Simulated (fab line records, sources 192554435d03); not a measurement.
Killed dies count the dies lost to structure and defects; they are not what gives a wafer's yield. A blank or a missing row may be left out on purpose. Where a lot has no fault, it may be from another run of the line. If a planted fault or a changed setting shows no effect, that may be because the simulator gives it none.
Matching of chambers	flow n5_finfet	4 sister chambers for N5_BEOL_M0_SAQP_MANDREL_ETCH_103 on rie_si-03
The step etches a-Si in HBr/Cl2, stops on SiCN, target depth 45 nm, bt time 10 s, time 27 s. 27 wafers are shown with their chamber, then 12 later ones without.

## WAFERS PAIRED WITH THEIR CHAMBERS
wafer	chamber	throttle_valve_pct (%)	drypump_motor_current_A (A)	oes_product_au (a.u.)
L075.1	2	35.5	6.0	0.663
L075.2	3	35.7	5.4	0.684
L075.6	1	36.2	5.3	0.681
L076.3	3	35.8	5.4	0.681
L076.4	1	36.2	5.3	0.688
L076.6	1	36.3	5.2	0.662
L077.1	1	36.3	5.2	0.669
L077.2	2	35.5	6.0	0.660
L077.3	3	35.7	5.4	0.682
L078.2	1	36.3	5.3	0.666
L078.3	2	35.5	6.0	0.656
L078.6	1	36.3	5.3	0.669
L082.1	2	35.5	6.0	0.668
L082.3	0	36.6	5.1	0.670
L082.4	3	35.7	5.4	0.689
L083.2	1	36.3	5.2	0.682
L083.5	3	35.7	5.3	0.686
L083.6	0	36.6	5.1	0.659
L084.1	0	36.6	5.0	0.671
L084.3	1	36.2	5.3	0.674
L084.6	2	35.5	6.0	0.686
L087.1	0	36.6	5.1	0.668
L087.4	2	35.5	6.0	0.664
L087.5	0	36.6	5.1	0.671
L089.1	0	36.6	5.1	0.672
L089.3	2	35.5	6.0	0.670
L089.6	0	36.6	5.0	0.681

SIGNATURES, as means of the wafers listed above
reading	chamber 0	chamber 1	chamber 2	chamber 3	scatter within a chamber
throttle_valve_pct	36.600	36.263	35.500	35.720	0.0341
drypump_motor_current_A	5.071	5.263	6.000	5.380	0.0422
oes_product_au	0.67029	0.67388	0.66671	0.68440	0.00787
Rule: for each reading, subtract the chamber's mean from the wafer's reading, divide by that reading's scatter and square the result; add these up over the readings and take the root, which gives the wafer's distance from the chamber. The wafer belongs to the nearest chamber; if the next one is less than 2 further off, it can't be placed. The scatter: the root of (the sum of the squares of (reading less its chamber's mean) over the shown wafers, divided by (wafers less chambers)).

## WAFERS WITH NO CHAMBER GIVEN
wafer	throttle_valve_pct (%)	drypump_motor_current_A (A)	oes_product_au (a.u.)
L090.2	35.7	5.3	0.683
L090.3	35.5	6.0	0.666
L090.6	36.6	5.1	0.685
L093.2	36.6	5.1	0.671
L093.4	36.3	5.2	0.672
L093.6	35.7	5.4	0.696
L094.4	36.6	5.1	0.685
L094.5	35.5	6.0	0.682
L094.6	35.7	5.4	0.686
L095.1	35.7	5.4	0.673
L095.2	36.6	5.1	0.683
L095.4	35.5	6.0	0.679

## CHAMBER TAKEN BY EACH
wafer	from the rows above	in truth
L090.2	3	3
L090.3	2	2
L090.6	0	0
L093.2	0	0
L093.4	1	1
L093.6	3	3
L094.4	0	0
L094.5	2	2
L094.6	3	3
L095.1	3	3
L095.2	0	0
L095.4	2	2
Correctly placed: 12 of 12. Left unplaced by these rows: 0. Wrongly placed: 0.
